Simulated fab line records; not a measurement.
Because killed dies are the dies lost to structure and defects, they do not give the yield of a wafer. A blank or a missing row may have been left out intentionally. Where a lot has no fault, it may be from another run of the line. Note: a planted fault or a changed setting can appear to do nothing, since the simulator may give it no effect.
Chamber matching | flow n5 finfet | 4 sister chambers for N5_FIN_SAQP_ETCH_65 on rie si-06
The step etches SiO2 in CF4, target depth 4 nm, time 4.4 s. 20 wafers are shown with their chamber, then 10 later ones without.

## WAFERS, EACH WITH ITS CHAMBER
wafer  | chamber | throttle valve pct (%) | drypump motor current A (A) | oes product au (a.u.)
L074.3 | 0       | 21.88                  | 5.7                         | 0.978
L074.4 | 3       | 21.52                  | 5.8                         | 1.000
L074.5 | 2       | 21.76                  | 5.7                         | 0.992
L078.1 | 1       | 21.66                  | 6.2                         | 1.019
L078.2 | 3       | 21.51                  | 5.9                         | 1.002
L078.5 | 2       | 21.76                  | 5.7                         | 0.997
L081.1 | 3       | 21.53                  | 5.9                         | 1.002
L081.5 | 0       | 21.88                  | 5.8                         | 0.992
L081.6 | 1       | 21.65                  | 6.1                         | 1.021
L082.2 | 0       | 21.88                  | 5.8                         | 0.993
L082.3 | 2       | 21.75                  | 5.7                         | 0.990
L082.6 | 0       | 21.88                  | 5.8                         | 0.980
L087.1 | 2       | 21.74                  | 5.7                         | 0.982
L087.4 | 0       | 21.88                  | 5.8                         | 0.980
L087.5 | 3       | 21.53                  | 5.9                         | 0.994
L088.1 | 2       | 21.75                  | 5.7                         | 0.987
L088.3 | 3       | 21.53                  | 5.9                         | 1.001
L088.4 | 3       | 21.52                  | 5.9                         | 1.002
L089.1 | 2       | 21.77                  | 5.7                         | 0.981
L089.4 | 3       | 21.52                  | 5.9                         | 0.995

SIGNATURES (averages over the wafers above)
reading                 | chamber 0 | chamber 1 | chamber 2 | chamber 3 | scatter within a chamber
throttle valve pct      | 21.8800   | 21.6550   | 21.7550   | 21.5229   | 0.00768
drypump motor current A | 5.780     | 6.150     | 5.700     | 5.886     | 0.0367
oes product au          | 0.98460   | 1.02000   | 0.98817   | 0.99943   | 0.00543
Rule: for a wafer and a chamber, the distance is found by dividing, reading by reading, the gap between the wafer's reading and the chamber's mean by the reading's scatter, squaring, summing and taking the root. If the next closest chamber is less than 2 further off than the closest, the wafer can't be placed; otherwise it belongs to the closest. How the scatter is found: for the shown wafers, subtract from each reading the mean of its chamber, square and add these, divide the total by (wafers less chambers), then take the root.

## WAFERS WITH NO CHAMBER GIVEN
wafer  | throttle valve pct (%) | drypump motor current A (A) | oes product au (a.u.)
L089.5 | 21.89                  | 5.7                         | 0.982
L090.1 | 21.74                  | 5.7                         | 0.987
L090.2 | 21.88                  | 5.7                         | 0.989
L090.5 | 21.77                  | 5.7                         | 0.987
L094.2 | 21.51                  | 5.9                         | 0.990
L094.3 | 21.66                  | 6.2                         | 1.015
L094.5 | 21.75                  | 5.7                         | 0.977
L095.1 | 21.65                  | 6.2                         | 1.004
L095.3 | 21.50                  | 5.9                         | 0.995
L095.4 | 21.77                  | 5.7                         | 0.980

## WHICH CHAMBER EACH WENT THROUGH
wafer  | from the rows above | in truth
L089.5 | 0                   | 0
L090.1 | 2                   | 2
L090.2 | 0                   | 0
L090.5 | 2                   | 2
L094.2 | 3                   | 3
L094.3 | 1                   | 1
L094.5 | 2                   | 2
L095.1 | 1                   | 1
L095.3 | 3                   | 3
L095.4 | 2                   | 2
10 of 10 placed correctly. Can't be placed from these rows: 0. 0 placed wrongly.
